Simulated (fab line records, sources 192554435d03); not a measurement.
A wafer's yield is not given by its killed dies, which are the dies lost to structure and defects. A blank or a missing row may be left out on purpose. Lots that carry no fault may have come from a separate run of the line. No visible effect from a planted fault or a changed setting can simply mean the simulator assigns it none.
Split-lot experiment	flow n5-finfet	7 lots, 21 wafers read, on a route of 1938 steps

== THE SPLIT ==
At N5_BEOL_M7_VIA_ETCH_34 (etches SiCOH lowk in C4F6/O2, target depth 125.5 nm, time 50.5 s), the setting bias-w was moved away from the recipe's 185 W on 9 of the 21 wafers read, by -15.8% to +11.6%. All remaining wafers had this setting at the recipe value.

The reading is taken at the split's own step.

== THE READING ==
rf-vpp-V, in V, at N5_BEOL_M7_VIA_ETCH_34 (etches SiCOH lowk in C4F6/O2, target depth 125.5 nm, time 50.5 s). On this fab line, fault-free wafers typically give 670 V with a standard deviation of 17 V.

wafer	tool, chamber at the split	bias-w as run, W	against the recipe	rf-vpp-V, V	against lot-mates on the recipe
L078.1	rie-diel-05, 0	206.4	+11.6%	744	+75
L078.2	rie-diel-05, 3	185	recipe	669	-
L078.6	rie-diel-05, 3	206.4	+11.6%	729	+60
L079.1	rie-diel-05, 2	185	recipe	635	-
L079.3	rie-diel-05, 3	170	-8.1%	624	-28
L079.5	rie-diel-05, 3	185	recipe	669	-
L080.2	rie-diel-05, 0	185	recipe	681	-
L080.3	rie-diel-05, 2	166.6	-9.9%	582	-99
L080.4	rie-diel-05, 3	166.6	-9.9%	614	-67
L082.2	rie-diel-05, 0	155.8	-15.8%	596	-87
L082.5	rie-diel-05, 3	155.8	-15.8%	583	-100
L082.6	rie-diel-05, 0	185	recipe	683	-
L084.4	rie-diel-02, 1	174.6	-5.6%	637	-20
L084.5	rie-diel-02, 0	174.6	-5.6%	630	-27
L084.6	rie-diel-02, 3	185	recipe	657	-
L093.1	rie-diel-04, 0	185	recipe	685	-
L093.3	rie-diel-04, 1	185	recipe	679	-
L093.4	rie-diel-04, 2	185	recipe	684	-
L097.1	rie-diel-04, 1	185	recipe	678	-
L097.3	rie-diel-04, 0	185	recipe	687	-
L097.6	rie-diel-04, 1	185	recipe	679	-

THE FIT
A straight line over all 21 wafers: rf-vpp-V changes by +5.83 V for each +1% of bias-w; r = +0.95; the points scatter about the line by 14 V.
The same after taking each lot's own level away (the mean of its wafers on the recipe; 21 wafers): +6.09 V for each +1%; r = +0.96; scatter 13 V.
On that fit, the largest move of bias-w shifts the reading by 96 V.
Across the lots, their own levels run from 652.0 to 683.0 V, a range of 1.8 times the standard deviation given above.
Consequently the slope shifts little with the lot-to-lot level, the two slopes agreeing.
Check: with one of the wafers moved furthest among these (-15.8%) left out of the fit, the line predicts -99 V for it against its lot-mates. It came out at -87 V against them.
Tool readings at the split's step, against how far the setting was moved: rf-vpp-V r = +0.95.

== OTHER SPLITS ON THESE WAFERS ==
Before the reading, these wafers also passed through other splits. Each is held against what the fit with the lots' levels taken away leaves over:
other split on the same wafers	wafers away from the commonest value	r with rf-vpp-V (lot level and that fit taken away)
N5_BEOL_M6_EXPOSE_08 dose-mj	3	-0.55
N5_BEOL_M6_ETCH_66 bias-w	9	-0.36
N5_BEOL_M6_TRENCH_ETCH_37 time-s	4	+0.30

== THE FILE'S OWN FIT ==
rf-vpp-V changes by +5.95 V for each +1% of bias-w, r = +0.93.
